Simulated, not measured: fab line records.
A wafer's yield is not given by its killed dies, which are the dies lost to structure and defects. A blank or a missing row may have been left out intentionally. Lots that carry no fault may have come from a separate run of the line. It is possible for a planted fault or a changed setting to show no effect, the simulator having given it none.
fab line records | flow nandHarc
[record] lots = 14 wafers = 42 lastDay = 31
route steps=1302 shown A_M0@1162 A_M1@1184
lots with no fault: from the same line, run without faults
startH: hours from the record's first day to the start of the lot's first wafer shown | waitH: how many hours have passed since the lot's step before this one | " repeats the value in the row above | L1.1+2: several wafers, shown together as one row | - no value present, or no start provided | * or withheld: withheld | < > ~ a bound
route shown NAME@n: a module of which the file shows steps, and the number in the route of the first | usual: mean/standard deviation of fault-free wafers | same: alike in all rows | chamber/n: place in a boat | sites: each site's reading | _std_site: the standard deviation of these | _edge_site: mean of outer sites minus mean of inner sites | radiusMm: for every site, how far away it sits from the centre of the wafer | mask NAME#n: copy n | behind: the last tool/chamber to shape the wafer | hold: reason for holding the lot/hours on hold/outcome of the hold | device: names the non-switching transistor (n, p or np) | end of line: the route-end tests of the same wafers | step lacking rows: just its recipe | killed: at the first sort, the dies lost to defects and structure; wafer yield is something else | map: shows each die of a wafer: x if killed, . if not, _ if none is there
set.NAME: the setting as run; set.NAME@STEP: as run at that earlier step | model.NAME: the simulator's own value behind a step, which no gauge read
a sample of lots followed through the steps of the route, with each step as a table and each wafer as a row
services: when a tool's chamber went out of use (startH, in hours from the record's first day, below 0 if earlier), for how many hours, and the reason
[[steps]]
[step NHARC_A_M0_CMP_23]
[recipe] tOverpolishS = 20 targetThkNm = 113.75
[usual] motorCurrentA = 12.5/1 slurryFilterDpKPa = 13.49/0.15 timeToEndpointS = 30/4
// columns lot.wafer tool chamber startH waitH motorCurrentA slurryFilterDpKPa timeToEndpointS
L447.4 cmp-02 1 544.75 - 12.7 13.46 38
L447.3 " 3 " " 13.2 13.41 31
L447.5 " 1 " " 12.2 13.38 39
L448.3 cmp-04 2 558.26 - 12.0 13.34 30
L448.4 " 0 " " 10.8 13.57 29
L448.5 " 1 " " 13.0 13.29 20
L451.4 cmp-01 0 561.29 - 12.8 13.48 22
L451.1 " 1 " " 14.6 13.58 30
L451.5 " 0 " " 11.7 13.33 26
L453.2 cmp-02 2 587.63 - 12.9 13.61 31
L453.3 " 3 " " 13.2 13.66 30
L453.6 " 3 " " 13.1 13.32 34
L454.1 cmp-01 1 601.00 - 14.0 13.48 28
L454.2 " 2 " " 11.6 13.16 26
L454.5 " 0 " " 11.6 13.48 24
L455.2 cmp-02 2 603.13 - 13.1 13.58 32
L455.1 " 1 " " 11.6 13.61 37
L455.6 " 3 " " 12.4 13.39 28
L456.3 cmp-01 1 624.75 - 14.1 13.55 28
L456.4 " 2 " " 10.9 13.33 27
L456.5 " 2 " " 11.7 13.58 28
L457.1 cmp-04 3 631.24 - 13.4 13.54 31
L457.4 " 0 " " 10.7 13.64 33
L457.6 " 2 " " 12.3 13.54 30
L458.2 cmp-01 1 632.66 - 13.3 13.65 28
L458.1 " 2 " " 11.2 13.25 29
L458.5 " 2 " " 11.5 13.61 29
L461.4 cmp-01 0 656.57 - 12.0 13.46 21
L461.1 " 2 " " 11.2 13.44 26
L461.5 " 3 " " 12.0 13.59 29
L460.2 cmp-02 0 657.56 - 14.2 13.53 25
L460.4 " 2 " " 13.7 13.50 32
L460.6 " 1 " " 11.3 13.78 41
L459.3 cmp-01 0 662.94 - 12.4 13.49 24
L459.4 " 1 " " 14.1 13.65 30
L459.5 " 0 " " 11.9 13.46 25
L468.2 cmp-02 1 741.78 - 11.6 13.53 38
L468.3 " 2 " " 13.5 13.52 37
L468.5 " 1 " " 12.2 13.53 39
L467.4 cmp-04 2 745.66 - 12.3 13.22 29
L467.3 " 0 " " 10.9 13.44 33
L467.2 " 1 " " 13.4 13.59 23
[step NHARC_A_M1_ETCH_15]
[recipe] targetDepthA = 1825 timeS = 91.2 c4f8FlowSccm = withheld arFlowSccm = 400 rfW = 600 biasW = 300 chemistry = C4F8/Ar
[usual] chamberPressureMTorr = 24.998/0.023 oesProductAu = 0.943/0.023 rfFwdPowerW = 595.7/1.9 rfVppV = 440.8/2.1
// columns lot.wafer tool chamber startH waitH chamberPressureMTorr oesProductAu rfFwdPowerW rfHoursCounterH rfVppV
L447.3 rieDiel-05 2 546.95 - 25.017 0.940 591.4 2.5 440.4
L447.4 " 1 " " 24.985 0.896 595.7 2.6 440.8
L447.5 " 2 " " 25.035 0.943 592.6 - 439.3
L448.4 rieDiel-12 1 560.58 - 25.024 0.939 595.5 4.4 438.7
L448.3 " 3 " " 24.945 0.965 594.8 6.6 440.0
L448.5 " 0 " " 24.971 0.938 595.8 - 444.5
L451.1 rieDiel-05 0 563.40 - 24.946 0.915 593.5 3.6 440.5
L451.4 " 3 " " 25.023 0.917 597.2 3.6 442.1
L451.5 " 1 " " 24.979 0.905 593.8 - 442.4
L453.3 rieDiel-08 1 589.86 - 24.970 0.955 595.7 2.2 442.0
L453.2 " 2 " " 24.978 0.950 595.3 2.5 441.2
L453.6 " 0 " " 24.973 0.973 598.8 - 437.4
L454.2 rieDiel-05 3 603.21 - 24.980 0.971 593.1 0.2 440.2
L454.1 " 0 " " 24.990 0.969 595.5 0.2 441.4
L454.5 " 1 " " 25.024 0.936 596.1 - 440.5
L455.1 rieDiel-12 2 605.52 - 25.009 0.933 595.9 9.3 445.2
L455.2 " 1 " " 25.012 0.915 596.2 6.3 438.2
L455.6 " 2 " " 24.992 0.939 594.8 - 444.2
L456.3 rieDiel-08 0 627.45 - 24.995 0.927 598.8 2.2 439.2
L456.4 " 1 " " 24.974 0.919 596.1 3.2 443.4
L456.5 " 3 " " 24.993 0.942 598.7 - 439.3
L457.4 rieDiel-08 1 633.76 - 24.982 0.940 599.2 3.2 443.4
L457.1 " 2 " " 24.999 0.952 596.2 3.6 442.3
L457.6 " 0 " " 25.032 0.940 598.8 - 438.6
L458.2 rieDiel-08 2 634.74 - 24.999 0.913 593.1 3.7 442.2
L458.1 " 3 " " 24.960 0.929 594.6 3.8 439.3
L458.5 " 3 " " 24.978 0.931 592.6 - 438.4
L461.1 rieDiel-08 0 658.74 - 25.007 0.941 598.0 4.1 438.7
L461.4 " 3 " " 24.999 0.938 600.6 5.7 439.4
L461.5 " 0 " " 24.981 0.951 598.8 - 438.6
L460.2 rieDiel-08 1 659.81 - 24.991 0.970 593.9 5.1 443.9
L460.4 " 2 " " 25.001 0.962 594.5 5.6 441.2
L460.6 " 3 " " 24.985 0.962 596.5 - 438.5
L459.4 rieDiel-05 1 665.15 - 24.988 0.940 600.9 1.5 441.9
L459.3 " 0 " " 25.021 0.967 595.4 1.4 439.4
L459.5 " 2 " " 24.997 0.963 594.7 - 438.7
L468.3 rieDiel-12 0 744.00 - 25.012 0.867 500.8 5.1 443.6
L468.2 " 1 " " 24.970 0.860 500.0 4.5 438.2
L468.5 " 3 " " 25.020 0.886 496.6 - 439.6
L467.3 rieDiel-12 0 747.89 - 24.997 0.840 500.8 5.1 443.1
L467.4 " 1 " " 25.011 0.824 498.2 4.6 439.2
L467.2 " 2 " " 25.006 0.847 499.5 5.5 444.2
[step NHARC_A_M1_DEGAS_29]
[recipe] tempC = 250 timeS = 60
[usual] heaterPowerW = 336/30
// columns lot.wafer tool chamber startH waitH heaterPowerW
L447.3 pvdSputter-03 - 547.80 - 348
L447.4 " - " " 321
L447.5 " - " " 338
L448.4 pvdSputter-03 - 561.44 - 349
L448.3 " - " " 350
L448.5 " - " " 335
L451.4 pvdSputter-03 - 564.27 - 310
L451.1 " - " " 334
L451.5 " - " " 317
L453.2 pvdSputter-03 - 590.71 - 328
L453.3 " - " " 325
L453.6 " - " " 289
L454.2 pvdSputter-01 - 604.04 - 354
L454.1 " - " " 399
L454.5 " - " " 336
L455.1 pvdSputter-03 - 606.37 - 352
L455.2 " - " " 319
L455.6 " - " " 350
L456.3 pvdSputter-03 - 628.28 - 321
L456.4 " - " " 319
L456.5 " - " " 322
L457.1 pvdSputter-01 - 634.61 - 349
L457.4 " - " " 335
L457.6 " - " " 315
L458.2 pvdSputter-02 - 635.60 - 338
L458.1 " - " " 295
L458.5 " - " " 349
L461.1 pvdSputter-03 - 659.65 - 326
L461.4 " - " " 315
L461.5 " - " " 346
L460.4 pvdSputter-03 - 660.65 - 298
L460.2 " - " " 323
L460.6 " - " " 361
L459.3 pvdSputter-02 - 666.01 - 295
L459.4 " - " " 335
L459.5 " - " " 319
L468.3 pvdSputter-01 - 744.83 - 346
L468.2 " - " " 336
L468.5 " - " " 338
L467.2 pvdSputter-01 - 748.75 - 327
L467.4 " - " " 399
L467.3 " - " " 348
[step NHARC_A_M1_PRE_CLEAN_30]
[recipe] timeS = 30 tempC = 280 gas = H2/He
[usual] heaterPowerW = 409/37
// columns lot.wafer tool chamber startH waitH heaterPowerW
L447.3 pvdSputter-03 - - - 408
L447.4 " - " " 416
L447.5 " - " " 389
L448.4 pvdSputter-03 - - - 436
L448.3 " - " " 389
L448.5 " - " " 381
L451.4 pvdSputter-03 - - - 381
L451.1 " - " " 416
L451.5 " - " " 429
L453.2 pvdSputter-03 - - - 350
L453.3 " - " " 403
L453.6 " - " " 350
L454.2 pvdSputter-01 - - - 398
L454.1 " - " " 515
L454.5 " - " " 400
L455.1 pvdSputter-03 - - - 387
L455.2 " - " " 374
L455.6 " - " " 439
L456.4 pvdSputter-03 - - - 435
L456.3 " - " " 396
L456.5 " - " " 368
L457.4 pvdSputter-01 - - - 407
L457.1 " - " " 500
L457.6 " - " " 407
L458.2 pvdSputter-02 - - - 375
L458.1 " - " " 423
L458.5 " - " " 394
L461.1 pvdSputter-03 - - - 394
L461.4 " - " " 437
L461.5 " - " " 361
L460.4 pvdSputter-03 - - - 358
L460.2 " - " " 392
L460.6 " - " " 443
L459.3 pvdSputter-02 - - - 406
L459.4 " - " " 389
L459.5 " - " " 373
L468.3 pvdSputter-01 - - - 417
L468.2 " - " " 399
L468.5 " - " " 437
L467.3 pvdSputter-01 - - - 415
L467.4 " - " " 505
L467.2 " - " " 441
[[services]]
// columns tool chamber startH hours kind
pvdSputter-02 - 523.57 3.9 repair
cmp-02 - 526.60 4.0 pm
rieDiel-12 3 530.82 7.2 repair
cmp-01 - 532.99 0.2 repair
cmp-01 - 541.57 3.4 repair
rieDiel-08 - 544.81 9.0 pm
rieDiel-08 0 560.33 6.0 repair
pvdSputter-03 - 565.34 10.0 pm
cmp-01 - 580.24 4.0 pm
pvdSputter-01 - 582.01 10.0 pm
rieDiel-08 0 584.50 4.0 repair
cmp-01 - 602.62 1.3 repair
rieDiel-08 - 623.87 1.1 repair
cmp-02 - 624.60 4.0 pm
cmp-01 - 625.81 5.6 repair
cmp-01 - 636.66 2.2 repair
pvdSputter-01 - 654.64 2.0 repair
pvdSputter-01 - 659.33 2.8 repair
cmp-01 - 678.33 4.0 pm
rieDiel-08 2 714.36 5.9 repair
rieDiel-08 - 721.81 9.0 pm
cmp-02 - 722.62 4.0 pm
pvdSputter-01 - 737.87 2.6 repair
pvdSputter-03 - 743.34 10.0 pm
[[key]]
[firstSign] step = NHARC_A_M1_ETCH_15 reading = rfFwdPowerW direction = down sigmas = 50 usual = * struck = *
[effect] step = NHARC_A_M1_ETCH_15 reading = oesProductAu direction = down sigmas = 3.8 usual = 0.943 struck = 0.854
metAt NHARC_A_M1_ETCH_15
struckLots L467,L468
laterRowsLeftOut L467.2,L467.3,L467.4,L468.2,L468.3,L468.5
sortLeftOut L467.2,L467.3,L467.4,L468.2,L468.3,L468.5
notActingAt NHARC_A_M0_CMP_23,NHARC_A_M1_DEGAS_29,NHARC_A_M1_PRE_CLEAN_30
onsetBetween 605.52 744.00
[fault] kind = processParameterDrift tool = rieDiel-12 chamber = - onsetH = 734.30 steps = NHARC_A_M1_ETCH_15 channel = rfW offset = * shape = step endH = 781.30 actsIn = * stated = *
// sortLeftOut: the simulated sort isn't trusted on such a fault, so these wafers' sort isn't shown, and their yield isn't known
// laterRowsLeftOut: the simulator's readings of these wafers behind a module that went badly wrong aren't trusted and aren't shown, but for the sort
